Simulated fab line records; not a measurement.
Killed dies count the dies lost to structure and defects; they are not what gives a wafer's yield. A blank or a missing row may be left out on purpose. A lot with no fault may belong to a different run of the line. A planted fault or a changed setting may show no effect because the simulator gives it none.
fab line records	flow n5_finfet
record lots=24	wafers=72	last_day=19
route steps=1938 shown BEOL_M13@1714 BEOL_M14@1726 BEOL_M15@1789
lots untouched by any fault: they come from a run of this same line in which no faults occurred
start_h: hours from the record's opening day to when the first of the lot's shown wafers began	wait_h: hours since the lot's step before	" identical to the entry in the row above	L1.1+2: a single row standing in for several wafers	- no value, or no start was given	* or withheld: withheld	< > ~ a bound
route shown NAME@n: a module of which the file shows steps, and the number in the route of the first	usual: the fault-free wafers' mean and standard deviation	same: alike in all rows	chamber/n: place in a boat	sites: per-site readings	_std_site: how widely they spread, as a standard deviation	_edge_site: inner sites' mean taken away from outer sites' mean	radius_mm: how far each site lies from the wafer's centre	mask NAME#n: copy n	behind: the most recent tool/chamber to have shaped the wafer	hold: why the lot was held/for how many hours/how that ended	device: names the non-switching transistor (n, p or np)	end of line: tests run on the same wafers once the route is complete	a step with no rows: only its recipe	killed: the dies lost at the first sort to structure and to defects; this is not the yield of the wafer	map: the dies of a wafer, with x for killed, . for not killed, _ for no die there
set.NAME: the run value of the setting; set.NAME@STEP: its run value at that earlier step	model.NAME: the simulator's own value behind a step, which no gauge read
steps of the route over a sample of lots; a table a step, a row a wafer
services: when a tool's chamber went out of use (start_h, in hours from the record's first day, below 0 if earlier), for how many hours, and the reason
## steps
# step N5_BEOL_M13_RS_MEAS_54
# recipe thk_meas_gauge=four-point-probe	reads=Cu_of_BEOL_M13_ECD_47+Ta_of_BEOL_M13_SPUTTER_44+TaN_of_BEOL_M13_SPUTTER_43
# usual M13_RS=0.0450/0.00085
lot.wafer	tool	chamber	start_h	wait_h	M13_RS[ohm/sq]
L074.1	film_metro-01	-	241.31	0.0	0.0429
L074.3	"	-	"	"	0.0440
L074.5	"	-	"	"	0.0444
L077.1	film_metro-01	-	264.43	0.0	0.0445
L077.4	"	-	"	"	0.0441
L077.6	"	-	"	"	0.0449
L076.1	film_metro-02	-	266.31	0.0	0.0459
L076.4	"	-	"	"	0.0443
L076.6	"	-	"	"	0.0448
L075.2	film_metro-02	-	271.49	0.1	0.0446
L075.4	"	-	"	"	0.0449
L075.6	"	-	"	"	0.0447
L078.2	film_metro-02	-	282.66	0.1	0.0451
L078.4	"	-	"	"	0.0459
L078.6	"	-	"	"	0.0452
L080.1	film_metro-01	-	299.21	0.0	0.0445
L080.3	"	-	"	"	0.0451
L080.5	"	-	"	"	0.0455
L082.1	film_metro-02	-	303.69	0.0	0.0450
L082.4	"	-	"	"	0.0441
L082.5	"	-	"	"	0.0445
L079.2	film_metro-02	-	304.66	0.1	0.0433
L079.3	"	-	"	"	0.0442
L079.5	"	-	"	"	0.0431
L081.1	film_metro-01	-	307.14	0.0	0.0447
L081.2	"	-	"	"	0.0454
L081.6	"	-	"	"	0.0454
L083.2	film_metro-01	-	307.71	0.1	0.0452
L083.4	"	-	"	"	0.0457
L083.6	"	-	"	"	0.0461
L085.2	film_metro-02	-	330.41	0.1	0.0454
L085.5	"	-	"	"	0.0467
L085.6	"	-	"	"	0.0460
L084.2	film_metro-02	-	331.45	0.1	0.0455
L084.5	"	-	"	"	0.0442
L084.6	"	-	"	"	0.0455
L086.1	film_metro-02	-	341.09	0.0	0.0435
L086.3	"	-	"	"	0.0457
L086.5	"	-	"	"	0.0437
L089.1	film_metro-01	-	342.99	0.1	0.0441
L089.4	"	-	"	"	0.0449
L089.6	"	-	"	"	0.0455
L087.2	film_metro-01	-	343.47	0.1	0.0465
L087.3	"	-	"	"	0.0450
L087.6	"	-	"	"	0.0464
L088.2	film_metro-01	-	344.61	0.1	0.0442
L088.3	"	-	"	"	0.0446
L088.4	"	-	"	"	0.0447
L090.3	film_metro-01	-	346.19	0.1	0.0456
L090.4	"	-	"	"	0.0465
L090.6	"	-	"	"	0.0452
L091.2	film_metro-01	-	355.07	0.1	0.0453
L091.5	"	-	"	"	0.0455
L091.6	"	-	"	"	0.0452
L092.3	film_metro-01	-	366.65	0.1	0.0467
L092.5	"	-	"	"	0.0466
L092.6	"	-	"	"	0.0455
L093.2	film_metro-01	-	378.58	0.1	0.0457
L093.3	"	-	"	"	0.0446
L093.4	"	-	"	"	0.0461
L095.2	film_metro-02	-	392.86	0.1	0.0445
L095.5	"	-	"	"	0.0429
L095.6	"	-	"	"	0.0453
L094.3	film_metro-01	-	396.48	0.1	0.0451
L094.5	"	-	"	"	0.0459
L094.6	"	-	"	"	0.0453
L096.1	film_metro-01	-	399.31	0.0	0.0447
L096.2	"	-	"	"	0.0449
L096.5	"	-	"	"	0.0452
L097.3	film_metro-01	-	413.72	0.1	0.0448
L097.4	"	-	"	"	0.0462
L097.5	"	-	"	"	0.0462
# step N5_BEOL_M14_CD_MEAS_10
# recipe target_cd_nm=250	landing_energy_ev=500	detector=se_inlens	polarity=opening
# usual cd_nm=249.7/1.8
lot.wafer	tool	chamber	start_h	wait_h	cd_nm
L074.1	cd_sem-01	0	242.00	-	248.3
L074.3	"	0	"	"	248.1
L074.5	"	0	"	"	249.1
L077.1	cd_sem-03	0	264.99	-	252.3
L077.4	"	0	"	"	250.0
L077.6	"	0	"	"	250.1
L076.1	cd_sem-01	0	266.95	-	251.5
L076.4	"	0	"	"	248.5
L076.6	"	0	"	"	249.9
L075.2	cd_sem-03	0	272.05	-	251.6
L075.4	"	0	"	"	248.9
L075.6	"	0	"	"	249.1
L078.2	cd_sem-01	0	283.35	-	249.2
L078.4	"	0	"	"	250.4
L078.6	"	0	"	"	247.8
L080.1	cd_sem-03	0	299.85	-	250.8
L080.3	"	0	"	"	250.2
L080.5	"	0	"	"	251.5
L082.1	cd_sem-03	0	304.37	-	248.5
L082.4	"	0	"	"	248.4
L082.5	"	0	"	"	249.2
L079.2	cd_sem-03	0	305.35	-	249.4
L079.3	"	0	"	"	248.5
L079.5	"	0	"	"	246.9
L081.1	cd_sem-01	0	307.82	-	247.9
L081.2	"	0	"	"	249.3
L081.6	"	0	"	"	248.8
L083.2	cd_sem-03	0	308.40	-	248.1
L083.4	"	0	"	"	246.5
L083.6	"	0	"	"	247.5
L085.2	cd_sem-01	0	331.09	-	251.4
L085.5	"	0	"	"	249.8
L085.6	"	0	"	"	250.9
L084.2	cd_sem-01	0	332.01	-	252.1
L084.5	"	0	"	"	248.3
L084.6	"	0	"	"	251.3
L086.1	cd_sem-01	0	341.65	-	252.2
L086.3	"	0	"	"	250.2
L086.5	"	0	"	"	251.0
L089.1	cd_sem-02	0	343.67	-	250.5
L089.4	"	0	"	"	250.6
L089.6	"	0	"	"	254.1
L087.2	cd_sem-02	0	344.24	-	247.3
L087.3	"	0	"	"	252.0
L087.6	"	0	"	"	250.0
L088.2	cd_sem-02	0	345.17	-	250.3
L088.3	"	0	"	"	249.4
L088.4	"	0	"	"	251.9
L090.3	cd_sem-03	0	346.75	-	248.3
L090.4	"	0	"	"	247.0
L090.6	"	0	"	"	245.6
L091.2	cd_sem-02	0	355.75	-	249.2
L091.5	"	0	"	"	248.4
L091.6	"	0	"	"	251.6
L092.3	cd_sem-02	0	367.33	-	249.1
L092.5	"	0	"	"	249.8
L092.6	"	0	"	"	252.1
L093.2	cd_sem-03	0	379.14	-	250.2
L093.3	"	0	"	"	246.5
L093.4	"	0	"	"	248.3
L095.2	cd_sem-02	0	393.63	-	252.9
L095.5	"	0	"	"	250.2
L095.6	"	0	"	"	252.5
L094.3	cd_sem-02	0	397.20	-	249.0
L094.5	"	0	"	"	251.0
L094.6	"	0	"	"	251.6
L096.1	cd_sem-03	0	400.00	-	249.5
L096.2	"	0	"	"	252.5
L096.5	"	0	"	"	249.8
L097.3	cd_sem-01	0	414.28	-	246.7
L097.4	"	0	"	"	249.7
L097.5	"	0	"	"	249.8
# step N5_BEOL_M14_OVL_MEAS_11
# recipe points_per_wafer=44
# usual V13_OVL=3/5.5
lot.wafer	tool	chamber	start_h	wait_h	V13_OVL[nm]
L074.1	overlay-01	0	242.03	0.0	3
L074.3	"	0	"	"	1
L074.5	"	0	"	"	2
L077.1	overlay-01	0	265.02	0.0	7
L077.4	"	0	"	"	5
L077.6	"	0	"	"	-2
L076.1	overlay-01	0	266.98	0.0	4
L076.4	"	0	"	"	-2
L076.6	"	0	"	"	4
L075.2	overlay-02	0	272.07	0.0	-2
L075.4	"	0	"	"	3
L075.6	"	0	"	"	-4
L078.2	overlay-01	0	283.38	0.0	1
L078.4	"	0	"	"	7
L078.6	"	0	"	"	5
L080.1	overlay-01	0	299.88	0.0	-6
L080.3	"	0	"	"	2
L080.5	"	0	"	"	7
L082.1	overlay-01	0	304.40	0.0	0
L082.4	"	0	"	"	-2
L082.5	"	0	"	"	-3
L079.2	overlay-02	0	305.38	0.0	0
L079.3	"	0	"	"	-1
L079.5	"	0	"	"	-4
L081.1	overlay-01	0	307.85	0.0	5
L081.2	"	0	"	"	4
L081.6	"	0	"	"	8
L083.2	overlay-01	0	308.43	0.0	-1
L083.4	"	0	"	"	-2
L083.6	"	0	"	"	-3
L085.2	overlay-02	0	331.12	0.0	14
L085.5	"	0	"	"	5
L085.6	"	0	"	"	8
L084.2	overlay-01	0	332.04	0.0	2
L084.5	"	0	"	"	12
L084.6	"	0	"	"	7
L086.1	overlay-02	0	341.68	0.0	1
L086.3	"	0	"	"	2
L086.5	"	0	"	"	7
L089.1	overlay-01	0	343.70	0.0	9
L089.4	"	0	"	"	10
L089.6	"	0	"	"	13
L087.2	overlay-02	0	344.26	0.0	7
L087.3	"	0	"	"	-1
L087.6	"	0	"	"	11
L088.2	overlay-01	0	345.20	0.0	-5
L088.3	"	0	"	"	-7
L088.4	"	0	"	"	-9
L090.3	overlay-02	0	346.78	0.0	8
L090.4	"	0	"	"	11
L090.6	"	0	"	"	8
L091.2	overlay-02	0	355.78	0.0	1
L091.5	"	0	"	"	-1
L091.6	"	0	"	"	-1
L092.3	overlay-02	0	367.36	0.0	3
L092.5	"	0	"	"	9
L092.6	"	0	"	"	4
L093.2	overlay-02	0	379.17	0.0	8
L093.3	"	0	"	"	5
L093.4	"	0	"	"	6
L095.2	overlay-02	0	393.66	0.0	13
L095.5	"	0	"	"	5
L095.6	"	0	"	"	9
L094.3	overlay-02	0	397.23	0.0	5
L094.5	"	0	"	"	1
L094.6	"	0	"	"	4
L096.1	overlay-01	0	400.03	0.0	-6
L096.2	"	0	"	"	-1
L096.5	"	0	"	"	8
L097.3	overlay-02	0	414.30	0.0	1
L097.4	"	0	"	"	14
L097.5	"	0	"	"	8
# step N5_BEOL_M14_SPUTTER_43
# recipe material=TaN	target_thk_a=150	temp_c=50	bias_v=168.6	power_w=15000	chamber_pressure_pa=0.12	time_s=24.19
# usual substrate_temp_c=49.99/0.12	throttle_valve_pct=29.7/1.1
lot.wafer	tool	chamber	start_h	wait_h	substrate_temp_c	throttle_valve_pct
L074.1	pvd_sputter-03	-	245.39	0.0	50.02	31.1
L074.3	"	-	"	"	49.99	28.9
L074.5	"	-	"	"	49.94	30.8
L077.1	pvd_sputter-03	-	270.65	0.0	49.81	30.0
L077.4	"	-	"	"	50.08	28.3
L077.6	"	-	"	"	50.03	28.9
L076.1	pvd_sputter-02	-	270.67	0.0	49.91	29.7
L076.4	"	-	"	"	49.90	29.1
L076.6	"	-	"	"	49.84	29.5
L075.2	pvd_sputter-01	-	276.17	0.0	49.81	30.1
L075.4	"	-	"	"	49.94	26.9
L075.6	"	-	"	"	50.14	30.0
L078.2	pvd_sputter-02	-	287.39	0.0	49.86	29.5
L078.4	"	-	"	"	50.24	29.5
L078.6	"	-	"	"	50.20	29.4
L080.1	pvd_sputter-02	-	302.92	0.0	49.88	29.2
L080.3	"	-	"	"	49.84	29.7
L080.5	"	-	"	"	50.00	31.8
L082.1	pvd_sputter-02	-	307.14	0.0	49.93	29.6
L082.4	"	-	"	"	50.04	29.3
L082.5	"	-	"	"	50.08	29.3
L079.2	pvd_sputter-02	-	308.28	0.0	49.92	31.5
L079.3	"	-	"	"	50.02	29.2
L079.5	"	-	"	"	50.01	31.4
L081.1	pvd_sputter-02	-	310.19	0.0	49.92	29.5
L081.2	"	-	"	"	49.96	31.3
L081.6	"	-	"	"	49.96	29.5
L083.2	pvd_sputter-01	-	311.09	0.0	50.34	29.9
L083.4	"	-	"	"	49.91	30.1
L083.6	"	-	"	"	50.06	27.0
L085.2	pvd_sputter-01	-	340.41	0.0	50.02	30.3
L085.5	"	-	"	"	50.09	30.0
L085.6	"	-	"	"	50.03	29.9
L084.2	pvd_sputter-01	-	341.13	0.0	49.73	29.8
L084.5	"	-	"	"	49.86	30.1
L084.6	"	-	"	"	49.98	30.2
L086.1	pvd_sputter-03	-	344.69	0.0	49.83	28.4
L086.3	"	-	"	"	50.18	30.6
L086.5	"	-	"	"	50.05	30.2
L087.2	pvd_sputter-02	-	347.49	0.0	49.82	29.0
L087.3	"	-	"	"	50.04	31.7
L087.6	"	-	"	"	49.86	29.4
L089.1	pvd_sputter-03	-	347.49	0.0	49.93	29.3
L089.4	"	-	"	"	50.11	28.5
L089.6	"	-	"	"	49.94	30.0
L088.2	pvd_sputter-02	-	348.17	0.0	50.14	29.5
L088.3	"	-	"	"	50.13	29.2
L088.4	"	-	"	"	50.05	29.8
L090.3	pvd_sputter-03	-	350.13	0.0	49.90	31.1
L090.4	"	-	"	"	49.94	30.1
L090.6	"	-	"	"	50.12	29.2
L091.2	pvd_sputter-03	-	359.56	0.0	49.89	30.0
L091.5	"	-	"	"	50.16	28.7
L091.6	"	-	"	"	50.11	30.1
L092.3	pvd_sputter-02	-	371.03	0.0	49.98	29.6
L092.5	"	-	"	"	50.09	31.7
L092.6	"	-	"	"	50.03	29.4
L093.2	pvd_sputter-02	-	382.85	0.0	49.86	29.6
L093.3	"	-	"	"	49.96	29.7
L093.4	"	-	"	"	50.01	31.5
L095.2	pvd_sputter-03	-	396.24	0.0	49.85	28.9
L095.5	"	-	"	"	50.08	30.2
L095.6	"	-	"	"	49.91	31.2
L094.3	pvd_sputter-03	-	403.54	0.0	49.73	31.3
L094.5	"	-	"	"	49.83	29.2
L094.6	"	-	"	"	50.05	30.2
L096.1	pvd_sputter-01	-	404.05	0.0	49.89	30.0
L096.2	"	-	"	"	50.11	30.0
L096.5	"	-	"	"	50.01	30.1
L097.3	pvd_sputter-02	-	419.15	0.0	49.93	29.3
L097.4	"	-	"	"	49.99	31.6
L097.5	"	-	"	"	49.98	29.4
# step N5_BEOL_M15_STRIP_63
# recipe chemistry=O2	power_w=600	temp_c=60	pressure_mtorr=30	rf_frequency_hz=6e+07	bias_power_w=0	overash_fraction=0.3	o2_flow_sccm=225
# usual drypump_motor_current_A=5.5/0.48	oes_product_au=0.78/0.078	rf_vpp_V=3.6/0.71	showerhead_plenum_p_Torr=2.14/0.083	throttle_valve_pct=16.77/0.2
# same bias_power_w=0
lot.wafer	tool	chamber	start_h	wait_h	drypump_motor_current_A	oes_product_au	rf_hours_counter_h	rf_vpp_V	showerhead_plenum_p_Torr	throttle_valve_pct
L074.1	rie_diel-05	2	-	-	5.0	0.91	32	4.1	2.23	16.75
L074.3	"	1	"	"	5.6	0.82	73	3.1	2.22	16.84
L074.5	"	3	"	"	6.1	0.86	-	3.3	2.06	16.46
L077.1	rie_diel-03	3	-	-	6.3	0.90	33	4.4	2.06	16.85
L077.4	"	2	"	"	6.1	0.94	12	4.2	2.15	16.35
L077.6	"	0	"	"	4.9	0.74	-	3.3	2.01	17.09
L076.1	rie_diel-04	1	-	-	4.9	0.73	182	3.3	2.14	16.97
L076.4	"	2	"	"	5.1	0.69	217	4.1	1.99	16.78
L076.6	"	2	"	"	5.1	0.70	-	3.9	1.99	16.78
L075.2	rie_diel-05	0	-	-	5.8	0.81	94	3.4	2.23	16.72
L075.4	"	2	"	"	5.0	0.90	41	2.6	2.23	16.77
L075.6	"	1	"	"	5.6	0.80	-	3.0	2.22	16.87
L078.2	rie_diel-05	0	-	-	5.8	0.81	97	2.8	2.23	16.72
L078.4	"	2	"	"	5.0	0.89	44	3.6	2.22	16.78
L078.6	"	2	"	"	5.0	0.88	-	2.3	2.22	16.80
L080.1	rie_diel-03	1	-	-	6.0	0.70	201	3.4	2.09	16.98
L080.3	"	0	"	"	4.9	0.73	196	3.2	2.01	17.10
L080.5	"	3	"	"	6.3	0.89	-	3.6	2.05	16.88
L082.1	rie_diel-05	1	-	-	5.6	0.79	92	4.3	2.22	16.91
L082.4	"	2	"	"	5.0	0.87	50	4.2	2.22	16.77
L082.5	"	1	"	"	5.6	0.79	-	2.7	2.22	16.90
L079.2	rie_diel-04	0	-	-	5.3	0.71	191	2.3	2.08	16.54
L079.3	"	1	"	"	4.9	0.72	194	3.5	2.14	16.97
L079.5	"	1	"	"	4.9	0.72	-	3.6	2.14	16.97
L081.1	rie_diel-05	3	-	-	6.1	0.83	69	4.6	2.05	16.45
L081.2	"	1	"	"	5.6	0.79	94	3.5	2.22	16.93
L081.6	"	1	"	"	5.6	0.79	-	3.3	2.22	16.89
L083.2	rie_diel-04	1	-	-	4.9	0.71	195	4.2	2.14	16.98
L083.4	"	2	"	"	5.1	0.68	-	4.3	1.98	16.81
L083.6	"	0	"	"	5.3	0.71	-	3.6	2.08	16.56
L085.2	rie_diel-04	3	-	-	4.9	0.72	207	4.1	2.14	16.81
L085.5	"	1	"	"	4.9	0.71	-	2.8	2.14	16.99
L085.6	"	2	"	"	5.1	0.68	-	2.9	1.98	16.81
L084.2	rie_diel-04	1	-	-	4.9	0.71	203	1.9	2.14	16.99
L084.5	"	2	"	"	5.1	0.68	-	3.3	1.98	16.84
L084.6	"	3	"	"	4.9	0.72	-	4.5	2.14	16.80
L086.1	rie_diel-03	2	-	-	6.1	0.89	35	3.0	2.14	16.37
L086.3	"	0	"	"	4.9	0.72	210	3.6	2.00	17.12
L086.5	"	0	"	"	4.9	0.72	-	3.3	2.00	17.12
L087.2	rie_diel-03	3	-	-	6.3	0.86	56	3.3	2.05	16.89
L087.3	"	0	"	"	4.9	0.71	211	3.2	2.00	17.12
L087.6	"	1	"	"	6.1	0.68	-	4.6	2.08	17.03
L089.1	rie_diel-05	0	-	-	5.8	0.80	114	3.4	2.22	16.75
L089.4	"	3	"	"	6.1	0.82	79	3.5	2.05	16.51
L089.6	"	2	"	"	5.0	0.87	-	3.7	2.22	16.85
L088.2	rie_diel-05	1	-	-	5.6	0.78	105	2.7	2.21	16.93
L088.3	"	0	"	"	5.8	0.79	115	3.7	2.22	16.74
L088.4	"	2	"	"	5.0	0.87	62	3.9	2.22	16.82
L090.3	rie_diel-05	2	-	-	5.0	0.85	62	5.6	2.22	16.79
L090.4	"	3	"	"	6.1	0.81	80	3.0	2.05	16.51
L090.6	"	1	"	"	5.6	0.79	-	3.3	2.21	16.93
L091.2	rie_diel-05	2	-	-	5.0	0.86	64	2.9	2.22	16.83
L091.5	"	1	"	"	5.6	0.78	-	3.7	2.21	16.90
L091.6	"	2	"	"	5.0	0.86	-	3.2	2.22	16.81
L092.3	rie_diel-05	2	-	-	5.0	0.85	67	3.8	2.22	16.83
L092.5	"	2	"	"	5.0	0.86	-	3.3	2.22	16.82
L092.6	"	1	"	"	5.6	0.77	-	3.5	2.21	16.93
L093.2	rie_diel-05	3	-	-	6.2	0.82	88	2.6	2.04	16.54
L093.3	"	2	"	"	5.0	0.85	70	3.6	2.22	16.81
L093.4	"	0	"	"	5.8	0.78	123	4.0	2.22	16.80
L095.2	rie_diel-05	0	-	-	5.8	0.78	128	2.2	2.22	16.77
L095.5	"	1	"	"	5.6	0.77	-	2.8	2.21	16.95
L095.6	"	0	"	"	5.8	0.77	-	3.9	2.22	16.79
L094.3	rie_diel-04	0	-	-	5.3	0.69	222	3.5	2.07	16.56
L094.5	"	3	"	"	4.9	0.71	-	3.4	2.13	16.84
L094.6	"	0	"	"	5.3	0.68	-	4.6	2.07	16.61
L096.1	rie_diel-04	0	-	-	5.3	0.68	222	3.9	2.07	16.59
L096.2	"	3	"	"	4.9	0.70	227	4.4	2.13	16.85
L096.5	"	3	"	"	4.9	0.70	-	3.9	2.13	16.83
L097.3	rie_diel-03	0	-	-	4.9	0.70	233	3.0	1.99	17.16
L097.4	"	2	"	"	6.1	0.85	59	3.1	2.14	16.43
L097.5	"	2	"	"	6.2	0.84	-	2.5	2.14	16.40
# step N5_BEOL_M15_ETCH_57
# recipe chemistry=N2/H2	target=SOC	source_w=3000	bias_w=350	time_s=750	ion_energy_ev=200	pressure_mtorr=30	n2_flow_sccm=200	h2_flow_sccm=200
# usual drypump_motor_current_A=5.6/0.53	oes_product_au=0.79/0.081	rf_vpp_V=524.2/2.8	showerhead_plenum_p_Torr=2.55/0.099	throttle_valve_pct=17.79/0.26
lot.wafer	tool	chamber	start_h	wait_h	drypump_motor_current_A	oes_product_au	rf_hours_counter_h	rf_vpp_V	showerhead_plenum_p_Torr	throttle_valve_pct
L074.1	rie_diel-04	3	248.43	-	4.9	0.75	182	526.2	2.62	17.92
L074.3	"	1	"	"	4.9	0.74	175	527.8	2.63	18.20
L074.5	"	1	"	"	4.9	0.73	-	526.4	2.63	18.21
L077.1	rie_diel-05	3	273.17	-	6.1	0.85	57	523.5	2.46	17.41
L077.4	"	2	"	"	5.0	0.90	40	528.4	2.69	17.79
L077.6	"	3	"	"	6.1	0.86	-	520.7	2.46	17.42
L076.1	rie_diel-03	3	273.61	-	6.3	0.91	33	522.1	2.47	17.78
L076.4	"	0	"	"	4.9	0.74	187	520.2	2.43	18.12
L076.6	"	0	"	"	4.9	0.74	-	520.1	2.43	18.12
L075.2	rie_diel-03	3	279.11	-	6.3	0.90	35	522.6	2.47	17.77
L075.4	"	0	"	"	4.9	0.74	189	521.7	2.43	18.13
L075.6	"	2	"	"	6.2	0.94	-	525.8	2.60	17.36
L078.2	rie_diel-05	3	289.90	-	6.1	0.84	63	521.9	2.45	17.43
L078.4	"	0	"	"	5.8	0.81	97	527.7	2.68	17.69
L078.6	"	1	"	"	5.6	0.81	-	526.7	2.67	17.86
L080.1	rie_diel-04	0	305.64	-	5.3	0.71	190	523.4	2.54	17.63
L080.3	"	3	"	"	4.9	0.73	201	526.3	2.62	17.96
L080.5	"	1	"	"	4.9	0.72	-	527.9	2.63	18.24
L082.1	rie_diel-03	2	309.75	-	6.2	0.91	22	524.2	2.59	17.35
L082.4	"	3	"	"	6.3	0.89	44	521.7	2.47	17.79
L082.5	"	3	"	"	6.3	0.89	-	522.0	2.47	17.78
L079.2	rie_diel-03	2	310.87	-	6.1	0.90	23	525.7	2.59	17.36
L079.3	"	1	"	"	6.0	0.69	203	524.3	2.52	18.05
L079.5	"	3	"	"	6.3	0.89	-	523.8	2.47	17.79
L081.1	rie_diel-03	2	313.26	-	6.2	0.91	23	525.0	2.59	17.34
L081.2	"	1	"	"	6.0	0.69	203	521.3	2.52	18.04
L081.6	"	3	"	"	6.3	0.89	-	523.4	2.46	17.79
L083.2	rie_diel-04	2	313.86	-	5.1	0.69	230	519.3	2.39	17.73
L083.4	"	0	"	"	5.3	0.71	-	523.9	2.53	17.63
L083.6	"	1	"	"	4.9	0.71	-	525.3	2.62	18.24
L085.2	rie_diel-03	2	343.04	-	6.2	0.89	33	524.3	2.59	17.38
L085.5	"	1	"	"	6.0	0.68	-	522.5	2.51	18.05
L085.6	"	0	"	"	4.9	0.73	-	521.9	2.42	18.14
L084.2	rie_diel-03	3	343.73	-	6.3	0.86	55	522.0	2.46	17.81
L084.5	"	2	"	"	6.1	0.89	-	526.8	2.59	17.39
L084.6	"	3	"	"	6.3	0.86	-	521.7	2.46	17.82
L086.1	rie_diel-05	2	347.39	-	5.1	0.86	60	527.6	2.68	17.84
L086.3	"	3	"	"	6.1	0.82	78	521.5	2.45	17.47
L086.5	"	0	"	"	5.8	0.79	-	527.8	2.67	17.71
L087.2	rie_diel-04	3	350.20	-	4.9	0.72	210	526.1	2.61	17.97
L087.3	"	0	"	"	5.3	0.70	204	523.0	2.53	17.64
L087.6	"	2	"	"	5.1	0.67	-	519.3	2.39	17.78
L089.1	rie_diel-04	1	350.68	-	4.9	0.70	206	527.0	2.62	18.26
L089.4	"	2	"	"	5.1	0.68	243	520.4	2.39	17.78
L089.6	"	3	"	"	4.9	0.72	-	527.1	2.61	17.97
L088.2	rie_diel-05	0	351.44	-	5.8	0.79	115	527.2	2.67	17.72
L088.3	"	1	"	"	5.6	0.79	105	528.1	2.67	17.88
L088.4	"	3	"	"	6.1	0.82	80	522.1	2.45	17.45
L090.3	rie_diel-05	0	352.75	-	5.8	0.79	116	527.5	2.67	17.71
L090.4	"	3	"	"	6.1	0.82	80	521.7	2.45	17.46
L090.6	"	2	"	"	5.0	0.87	-	528.3	2.68	17.81
L091.2	rie_diel-05	2	362.70	-	5.0	0.86	65	528.1	2.67	17.83
L091.5	"	3	"	"	6.1	0.81	-	521.7	2.44	17.49
L091.6	"	2	"	"	5.0	0.86	-	527.6	2.67	17.84
L092.3	rie_diel-03	2	373.57	-	6.2	0.87	45	526.2	2.58	17.41
L092.5	"	1	"	"	6.0	0.67	-	522.6	2.51	18.08
L092.6	"	2	"	"	6.2	0.87	-	525.8	2.58	17.39
L093.2	rie_diel-05	3	385.59	-	6.1	0.81	88	521.2	2.44	17.46
L093.3	"	1	"	"	5.6	0.77	113	527.4	2.66	17.90
L093.4	"	0	"	"	5.8	0.79	123	527.0	2.67	17.73
L095.2	rie_diel-05	3	399.22	-	6.2	0.81	92	523.3	2.44	17.50
L095.5	"	3	"	"	6.2	0.81	-	521.1	2.44	17.50
L095.6	"	0	"	"	5.8	0.77	-	526.6	2.67	17.75
L094.3	rie_diel-03	1	406.82	-	6.0	0.66	234	523.9	2.50	18.09
L094.5	"	3	"	"	6.3	0.84	-	520.1	2.45	17.86
L094.6	"	2	"	"	6.2	0.86	-	525.7	2.58	17.42
L096.1	rie_diel-03	3	407.30	-	6.3	0.84	76	522.8	2.45	17.86
L096.2	"	2	"	"	6.1	0.85	55	525.3	2.58	17.40
L096.5	"	1	"	"	6.0	0.67	-	523.0	2.50	18.09
L097.3	rie_diel-04	3	422.19	-	4.9	0.70	232	526.1	2.60	18.00
L097.4	"	0	"	"	5.3	0.68	228	522.7	2.52	17.68
L097.5	"	3	"	"	4.9	0.71	-	525.0	2.60	18.01
## services
tool	chamber	start_h	hours	kind
rie_diel-05	3	251.62	3.5	repair
rie_diel-03	-	253.91	0.7	repair
rie_diel-04	3	309.13	11.7	repair
rie_diel-04	1	326.22	4.5	repair
rie_diel-04	3	358.52	5.5	repair
rie_diel-04	2	371.62	-	clean
rie_diel-04	2	371.62	-	consumable_replace:focus_ring
rie_diel-04	2	371.62	-	consumable_replace:showerhead
rie_diel-04	2	371.62	24.5	scheduled_down
rie_diel-04	2	371.62	24.5	vent_cycle
## key
fault none
